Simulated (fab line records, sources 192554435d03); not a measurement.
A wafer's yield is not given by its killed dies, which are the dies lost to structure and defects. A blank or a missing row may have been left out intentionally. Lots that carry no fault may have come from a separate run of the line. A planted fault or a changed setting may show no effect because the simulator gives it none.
fab line records	flow n5-finfet	part 2 of 2: steps 5 to 6 of 6
record: lots: 24	wafers: 72	last-day: 18
route steps=1938 shown BEOL_M0@736 BEOL_M1@752
lots that met no fault: taken from a fault-free run of the same line
start-h: hours from the record's first day to the start of the lot's first wafer shown	wait-h: hours from the lot's prior step to this one	" same as the row above	L1.1+2: a row that stands for several wafers	- no value, or no start given	* or withheld: withheld	< > ~ a bound
route shown NAME@n: NAME is a module with steps in the file, n the number in the route of the first one	usual: mean/standard deviation taken from wafers without a fault	same: alike in all rows	chamber/n: place in a boat	sites: per-site readings	_std_site: standard deviation across them	_edge_site: outer sites' mean less inner sites'	radius-mm: for every site, how far away it sits from the centre of the wafer	mask NAME#n: copy n	behind: tool/chamber where the wafer was last shaped	hold: the reason the lot was held/the length of the hold in hours/how it ended	device: which transistor (n, p or np) failed to switch	end of line: the same wafers' tests at the end of the route	a step given without rows: its recipe and nothing more	killed: at the first sort, the dies lost to defects and structure; wafer yield is something else	map: shows each die of a wafer: x if killed, . if not, _ if none is there
set.NAME: the setting as run; set.NAME@STEP: as run at that earlier step	model.NAME: the simulator's own value behind a step, which no gauge read
steps of the route over a sample of lots; a table a step, a row a wafer
services: a tool's chamber out of use, with start hour (start-h, from the record's first day; less than 0 if before it), hours out, and reason
== steps ==
step: N5_BEOL_M1_STRIP_66
recipe: chemistry: CF4	resist: SiARC	power-w: 300	bias-power-w: 75	pressure-mtorr: 50	cf4-flow-sccm: 150	rf-frequency-hz: 6e+07
usual: drypump-motor-current-A: 5.6/0.44	oes-product-au: 0.80/0.08	rf-vpp-V: 271.5/1.7	showerhead-plenum-p-Torr: 1.81/0.065	throttle-valve-pct: 13.57/0.26
lot.wafer	tool	chamber	start-h	wait-h	drypump-motor-current-A	oes-product-au	rf-hours-counter-h	rf-vpp-V	showerhead-plenum-p-Torr	throttle-valve-pct
L074.1	rie-diel-03	2	121.83	0.0	5.4	0.83	67	273.1	1.89	13.73
L074.2	"	3	"	"	4.7	0.88	32	270.1	1.75	13.61
L074.6	"	1	"	"	5.9	0.90	-	272.7	1.83	13.37
L075.1	rie-diel-01	3	129.31	0.0	5.4	0.88	29	272.0	1.83	13.40
L075.4	"	0	"	"	5.1	0.88	31	274.4	1.89	13.39
L075.5	"	1	"	"	6.0	0.89	-	274.6	1.90	13.07
L076.1	rie-diel-04	2	133.40	0.0	5.8	0.69	214	272.7	1.84	13.83
L076.2	"	1	"	"	5.7	0.85	56	271.4	1.76	13.25
L076.4	"	3	"	"	6.5	0.72	201	269.3	1.71	13.67
L078.3	rie-diel-03	1	140.53	0.0	5.9	0.88	28	271.9	1.83	13.37
L078.5	"	3	"	"	4.7	0.86	-	270.8	1.75	13.65
L078.6	"	0	"	"	5.2	0.69	-	269.7	1.71	13.90
L077.2	rie-diel-04	3	141.30	0.0	6.5	0.71	203	267.3	1.71	13.71
L077.5	"	1	"	"	5.7	0.84	-	269.6	1.76	13.22
L077.6	"	0	"	"	5.8	0.67	-	271.4	1.85	13.89
L079.2	rie-diel-03	0	151.85	0.0	5.3	0.69	226	269.3	1.71	13.90
L079.4	"	3	"	"	4.7	0.85	-	269.7	1.75	13.63
L079.5	"	1	"	"	5.9	0.88	-	272.4	1.83	13.41
L080.3	rie-diel-03	3	165.61	0.0	4.7	0.85	46	270.6	1.75	13.63
L080.5	"	1	"	"	5.9	0.87	-	271.6	1.83	13.39
L080.6	"	2	"	"	5.4	0.82	-	272.7	1.89	13.75
L081.1	rie-diel-01	3	168.15	0.0	5.4	0.87	42	272.2	1.82	13.44
L081.3	"	1	"	"	5.9	0.86	27	273.2	1.90	13.10
L081.5	"	1	"	"	5.9	0.86	-	273.7	1.90	13.09
L082.1	rie-diel-04	1	172.28	0.0	5.7	0.83	67	270.6	1.75	13.28
L082.4	"	3	"	"	6.5	0.71	211	269.1	1.71	13.71
L082.5	"	2	"	"	5.8	0.68	-	271.6	1.84	13.86
L084.2	rie-diel-01	3	175.73	0.0	5.4	0.86	44	272.6	1.82	13.44
L084.3	"	1	"	"	5.9	0.86	29	273.3	1.90	13.09
L084.6	"	0	"	"	5.1	0.86	-	273.2	1.89	13.39
L083.2	rie-diel-01	2	178.24	0.0	5.6	0.69	244	271.2	1.77	13.82
L083.5	"	2	"	"	5.6	0.68	-	269.6	1.77	13.81
L083.6	"	1	"	"	6.0	0.86	-	274.4	1.90	13.10
L085.1	rie-diel-01	3	186.38	0.0	5.4	0.85	46	272.2	1.82	13.44
L085.5	"	0	"	"	5.1	0.86	-	274.1	1.89	13.44
L085.6	"	3	"	"	5.4	0.86	-	271.4	1.82	13.44
L086.1	rie-diel-03	1	192.17	0.0	5.9	0.86	45	272.0	1.82	13.43
L086.2	"	2	"	"	5.4	0.82	85	274.5	1.88	13.76
L086.3	"	0	"	"	5.2	0.69	239	269.6	1.70	13.93
L087.1	rie-diel-01	0	199.13	0.0	5.0	0.85	51	272.4	1.89	13.42
L087.3	"	3	"	"	5.4	0.85	50	272.1	1.82	13.44
L087.5	"	2	"	"	5.5	0.68	-	269.7	1.77	13.83
L088.2	rie-diel-04	1	215.04	0.0	5.7	0.81	85	269.9	1.75	13.30
L088.3	"	0	"	"	5.8	0.66	257	271.9	1.84	13.95
L088.5	"	2	"	"	5.8	0.68	-	272.6	1.83	13.90
L089.1	rie-diel-04	2	215.44	0.0	5.8	0.68	242	272.3	1.83	13.91
L089.2	"	1	"	"	5.7	0.81	85	270.3	1.75	13.30
L089.5	"	2	"	"	5.8	0.68	-	271.2	1.84	13.90
L090.3	rie-diel-03	3	215.72	0.0	4.8	0.83	63	269.7	1.75	13.69
L090.5	"	1	"	"	5.9	0.84	-	272.9	1.82	13.45
L090.6	"	2	"	"	5.4	0.81	-	272.6	1.88	13.80
L091.2	rie-diel-03	3	220.01	0.0	4.8	0.82	65	270.3	1.74	13.68
L091.4	"	1	"	"	5.9	0.84	-	271.6	1.82	13.44
L091.5	"	2	"	"	5.4	0.80	-	273.2	1.88	13.78
L092.2	rie-diel-01	1	226.43	0.0	6.0	0.83	46	273.5	1.90	13.14
L092.3	"	2	"	"	5.5	0.96	1	270.9	1.77	13.26
L092.5	"	3	"	"	5.4	0.84	-	271.7	1.82	13.49
L093.1	rie-diel-04	2	243.20	0.0	5.8	0.67	246	273.4	1.83	13.91
L093.3	"	3	"	"	6.5	0.71	217	269.2	1.71	13.74
L093.6	"	2	"	"	5.8	0.67	-	270.7	1.83	13.91
L095.3	rie-diel-03	3	252.64	0.0	4.7	0.81	79	270.0	1.74	13.73
L095.4	"	1	"	"	5.9	0.83	67	270.7	1.82	13.46
L095.5	"	3	"	"	4.7	0.81	-	270.1	1.74	13.71
L094.2	rie-diel-01	1	252.82	0.0	5.9	0.82	57	273.5	1.89	13.15
L094.3	"	3	"	"	5.4	0.82	71	270.0	1.81	13.49
L094.5	"	3	"	"	5.4	0.82	-	272.3	1.81	13.52
L096.3	rie-diel-03	0	265.21	0.0	5.2	0.90	8	273.5	1.91	13.39
L096.4	"	1	"	"	5.9	0.83	71	271.1	1.82	13.47
L096.5	"	1	"	"	5.9	0.83	-	270.7	1.82	13.46
L097.1	rie-diel-04	1	268.09	0.0	5.7	0.80	97	267.8	1.75	13.33
L097.2	"	3	"	"	6.5	0.69	230	268.5	1.70	13.77
L097.3	"	0	"	"	5.8	0.93	5	271.6	1.84	13.36
step: N5_BEOL_M1_CD_MEAS_28
recipe: landing-energy-ev: 500	detector: se-inlens	target-cd-y-nm: 23.3
usual: cd-nm: 23.92/0.22
lot.wafer	tool	chamber	start-h	wait-h	cd-nm
L074.1	cd-sem-02	0	122.37	-	24.09
L074.2	"	0	"	"	23.74
L074.6	"	0	"	"	24.16
L075.1	cd-sem-03	0	129.97	-	23.72
L075.4	"	0	"	"	24.08
L075.5	"	0	"	"	24.03
L076.1	cd-sem-03	0	134.13	-	23.72
L076.2	"	0	"	"	24.10
L076.4	"	0	"	"	24.21
L078.3	cd-sem-03	0	141.19	-	24.01
L078.5	"	0	"	"	23.95
L078.6	"	0	"	"	23.87
L077.2	cd-sem-03	0	141.84	-	24.01
L077.5	"	0	"	"	23.78
L077.6	"	0	"	"	23.88
L079.2	cd-sem-01	0	152.46	-	23.55
L079.4	"	0	"	"	24.04
L079.5	"	0	"	"	23.67
L080.3	cd-sem-03	0	166.20	-	23.71
L080.5	"	0	"	"	23.50
L080.6	"	0	"	"	24.06
L081.1	cd-sem-01	0	168.70	-	23.86
L081.3	"	0	"	"	23.86
L081.5	"	0	"	"	24.54
L082.1	cd-sem-01	0	172.82	-	23.63
L082.4	"	0	"	"	23.86
L082.5	"	0	"	"	23.91
L084.2	cd-sem-03	0	176.29	-	24.15
L084.3	"	0	"	"	24.23
L084.6	"	0	"	"	23.97
L083.2	cd-sem-03	0	178.78	-	23.94
L083.5	"	0	"	"	24.36
L083.6	"	0	"	"	23.88
L085.1	cd-sem-01	0	187.05	-	24.03
L085.5	"	0	"	"	24.16
L085.6	"	0	"	"	23.87
L086.1	cd-sem-01	0	192.91	-	24.07
L086.2	"	0	"	"	23.84
L086.3	"	0	"	"	23.66
L087.1	cd-sem-03	0	199.69	-	23.59
L087.3	"	0	"	"	23.61
L087.5	"	0	"	"	23.84
L088.2	cd-sem-01	0	215.58	-	23.75
L088.3	"	0	"	"	23.88
L088.5	"	0	"	"	23.62
L089.1	cd-sem-02	0	216.14	-	23.73
L089.2	"	0	"	"	24.03
L089.5	"	0	"	"	23.94
L090.3	cd-sem-02	0	216.27	-	24.08
L090.5	"	0	"	"	23.90
L090.6	"	0	"	"	23.74
L091.2	cd-sem-01	0	220.55	-	23.85
L091.4	"	0	"	"	23.90
L091.5	"	0	"	"	23.94
L092.2	cd-sem-02	0	227.27	-	24.16
L092.3	"	0	"	"	23.82
L092.5	"	0	"	"	24.11
L093.1	cd-sem-02	0	243.74	-	24.00
L093.3	"	0	"	"	24.16
L093.6	"	0	"	"	23.89
L095.3	cd-sem-01	0	253.26	-	23.83
L095.4	"	0	"	"	24.03
L095.5	"	0	"	"	23.83
L094.2	cd-sem-03	0	253.52	-	23.78
L094.3	"	0	"	"	23.69
L094.5	"	0	"	"	23.71
L096.3	cd-sem-01	0	265.76	-	23.87
L096.4	"	0	"	"	24.01
L096.5	"	0	"	"	23.80
L097.1	cd-sem-03	0	268.65	-	24.02
L097.2	"	0	"	"	24.15
L097.3	"	0	"	"	23.69
== services ==
tool	chamber	start-h	hours	kind
rie-diel-01	0	102.36	22.0	repair
rie-diel-04	1	105.96	14.5	repair
pvd-sputter-03	-	119.61	1.0	repair
rie-diel-04	3	120.72	9.8	repair
rie-diel-03	2	147.89	8.5	repair
rie-diel-04	-	150.63	0.2	repair
rie-diel-01	2	163.08	6.8	repair
rie-diel-04	0	179.56	5.8	repair
rie-diel-04	3	185.77	45.5	repair
rie-diel-01	2	199.95	-	clean
rie-diel-01	2	199.95	-	consumable-replace:focus-ring
rie-diel-03	0	219.55	-	clean
rie-diel-03	0	219.55	-	consumable-replace:focus-ring
rie-diel-03	0	219.55	-	consumable-replace:showerhead
rie-diel-03	0	219.55	19.9	scheduled-down
rie-diel-03	0	219.55	19.9	vent-cycle
pvd-sputter-02	-	222.72	1.7	repair
rie-diel-04	0	242.16	-	clean
rie-diel-04	0	242.16	-	consumable-replace:focus-ring
rie-diel-04	0	242.16	16.1	scheduled-down
rie-diel-04	0	242.16	16.1	vent-cycle
rie-diel-04	1	246.44	6.6	repair
rie-diel-04	2	248.61	3.7	repair
rie-diel-04	2	258.24	-	clean
